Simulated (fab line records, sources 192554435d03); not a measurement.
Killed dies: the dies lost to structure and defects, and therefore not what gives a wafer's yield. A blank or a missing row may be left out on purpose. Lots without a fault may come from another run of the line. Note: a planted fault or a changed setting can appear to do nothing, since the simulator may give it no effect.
Chamber matching :: flow n5Finfet :: N5_HKMG_FIN_DESCUM_17 on rieDiel-03 has 4 sister chambers
The step chemistry O2, time 7.9 s. 8 wafers are shown with their chamber, then 10 later ones without.

WAFERS, EACH WITH ITS CHAMBER
wafer: L083.3
chamber: 1
showerheadPlenumPTorr (Torr): 2.19
drypumpMotorCurrentA (A): 5.5

wafer: L085.1
chamber: 1
showerheadPlenumPTorr (Torr): 2.19
drypumpMotorCurrentA (A): 5.4

wafer: L085.5
chamber: 0
showerheadPlenumPTorr (Torr): 2.10
drypumpMotorCurrentA (A): 6.1

wafer: L091.2
chamber: 2
showerheadPlenumPTorr (Torr): 1.99
drypumpMotorCurrentA (A): 5.9

wafer: L091.4
chamber: 0
showerheadPlenumPTorr (Torr): 2.10
drypumpMotorCurrentA (A): 6.1

wafer: L091.5
chamber: 3
showerheadPlenumPTorr (Torr): 1.99
drypumpMotorCurrentA (A): 6.1

wafer: L092.2
chamber: 2
showerheadPlenumPTorr (Torr): 1.99
drypumpMotorCurrentA (A): 5.9

wafer: L092.3
chamber: 3
showerheadPlenumPTorr (Torr): 1.98
drypumpMotorCurrentA (A): 6.0

WAFERS WITHOUT THEIR CHAMBER
wafer: L092.4
showerheadPlenumPTorr (Torr): 2.09
drypumpMotorCurrentA (A): 6.1

wafer: L094.3
showerheadPlenumPTorr (Torr): 1.98
drypumpMotorCurrentA (A): 6.0

wafer: L094.4
showerheadPlenumPTorr (Torr): 2.18
drypumpMotorCurrentA (A): 5.4

wafer: L094.6
showerheadPlenumPTorr (Torr): 2.18
drypumpMotorCurrentA (A): 5.4

wafer: L095.4
showerheadPlenumPTorr (Torr): 1.99
drypumpMotorCurrentA (A): 5.9

wafer: L095.5
showerheadPlenumPTorr (Torr): 1.99
drypumpMotorCurrentA (A): 5.9

wafer: L095.6
showerheadPlenumPTorr (Torr): 2.18
drypumpMotorCurrentA (A): 5.4

wafer: L096.1
showerheadPlenumPTorr (Torr): 1.98
drypumpMotorCurrentA (A): 6.0

wafer: L096.2
showerheadPlenumPTorr (Torr): 2.09
drypumpMotorCurrentA (A): 6.1

wafer: L096.6
showerheadPlenumPTorr (Torr): 1.99
drypumpMotorCurrentA (A): 5.9

THE CHAMBER EACH PASSED THROUGH
wafer: L092.4
from the rows above: 0
in truth: 0

wafer: L094.3
from the rows above: can't be placed: 3 or 2
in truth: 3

wafer: L094.4
from the rows above: 1
in truth: 1

wafer: L094.6
from the rows above: 1
in truth: 1

wafer: L095.4
from the rows above: 2
in truth: 2

wafer: L095.5
from the rows above: 2
in truth: 2

wafer: L095.6
from the rows above: 1
in truth: 1

wafer: L096.1
from the rows above: can't be placed: 3 or 2
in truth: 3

wafer: L096.2
from the rows above: 0
in truth: 0

wafer: L096.6
from the rows above: 2
in truth: 2
Placed correctly: 8 of 10. Cannot be placed on the basis of these rows: 2; the candidates contain the true chamber in 2. Placed wrongly: 0.
How it was worked out, from the rows above alone: a wafer's distance from a chamber is the root of the sum, over the readings, of the square of ((its reading less the chamber's mean) divided by the reading's scatter). The wafer belongs to the nearest chamber; if the next one is less than 2 further off, it can't be placed. A chamber's mean is the mean of its shown wafers. The scatter: take each reading less its chamber's mean, square it, sum over the shown wafers, divide by the number of wafers less the number of chambers, and take the root.
